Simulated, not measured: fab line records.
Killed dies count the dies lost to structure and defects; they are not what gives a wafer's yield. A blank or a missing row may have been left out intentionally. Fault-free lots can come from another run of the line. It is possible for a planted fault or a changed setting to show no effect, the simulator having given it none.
Chamber matching :: flow n5-finfet :: N5_FIN_CUT_CUT_ETCH_27 on rie-diel-03 has 4 sister chambers
The step etches SiO2 in CHF3/O2, target depth 4 nm, overetch 2 nm, time 4.9 s. 8 wafers are shown with their chamber, then 8 later ones without.

WAFERS, EACH WITH ITS CHAMBER
wafer: L079.3
chamber: 1
drypump-motor-current-A (A): 6.0
throttle-valve-pct (%): 19.23

wafer: L080.5
chamber: 3
drypump-motor-current-A (A): 6.6
throttle-valve-pct (%): 18.88

wafer: L084.2
chamber: 1
drypump-motor-current-A (A): 6.1
throttle-valve-pct (%): 19.21

wafer: L084.4
chamber: 2
drypump-motor-current-A (A): 5.8
throttle-valve-pct (%): 18.66

wafer: L087.1
chamber: 3
drypump-motor-current-A (A): 6.6
throttle-valve-pct (%): 18.91

wafer: L087.2
chamber: 2
drypump-motor-current-A (A): 5.8
throttle-valve-pct (%): 18.66

wafer: L087.3
chamber: 0
drypump-motor-current-A (A): 4.9
throttle-valve-pct (%): 18.53

wafer: L088.1
chamber: 0
drypump-motor-current-A (A): 4.9
throttle-valve-pct (%): 18.52

WAFERS WHOSE CHAMBER IS MISSING
wafer: L088.4
drypump-motor-current-A (A): 5.8
throttle-valve-pct (%): 18.65

wafer: L088.6
drypump-motor-current-A (A): 6.0
throttle-valve-pct (%): 19.23

wafer: L089.1
drypump-motor-current-A (A): 5.9
throttle-valve-pct (%): 18.65

wafer: L089.2
drypump-motor-current-A (A): 4.9
throttle-valve-pct (%): 18.51

wafer: L089.3
drypump-motor-current-A (A): 6.0
throttle-valve-pct (%): 19.25

wafer: L094.2
drypump-motor-current-A (A): 4.9
throttle-valve-pct (%): 18.53

wafer: L094.3
drypump-motor-current-A (A): 6.6
throttle-valve-pct (%): 18.59

wafer: L094.6
drypump-motor-current-A (A): 6.7
throttle-valve-pct (%): 18.58

EACH ONE'S CHAMBER
wafer: L088.4
from the rows above: 2
in truth: 2

wafer: L088.6
from the rows above: 1
in truth: 1

wafer: L089.1
from the rows above: 2
in truth: 2

wafer: L089.2
from the rows above: 0
in truth: 0

wafer: L089.3
from the rows above: 1
in truth: 1

wafer: L094.2
from the rows above: 0
in truth: 0

wafer: L094.3
from the rows above: can't be placed: 3 or 2
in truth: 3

wafer: L094.6
from the rows above: 3
in truth: 3
7 of 8 placed correctly. These rows do not allow placing 1 (true chamber among the candidates in 1). Wrongly placed: 0.
How it was worked out, from the rows above alone: a wafer's distance from a chamber is the root of the sum, over the readings, of the square of ((its reading less the chamber's mean) divided by the reading's scatter). The wafer belongs to the nearest chamber; if the next one is less than 2 further off, it can't be placed. For every chamber, the mean is computed from those of its wafers that are shown. The scatter: take each reading less its chamber's mean, square it, sum over the shown wafers, divide by the number of wafers less the number of chambers, and take the root.
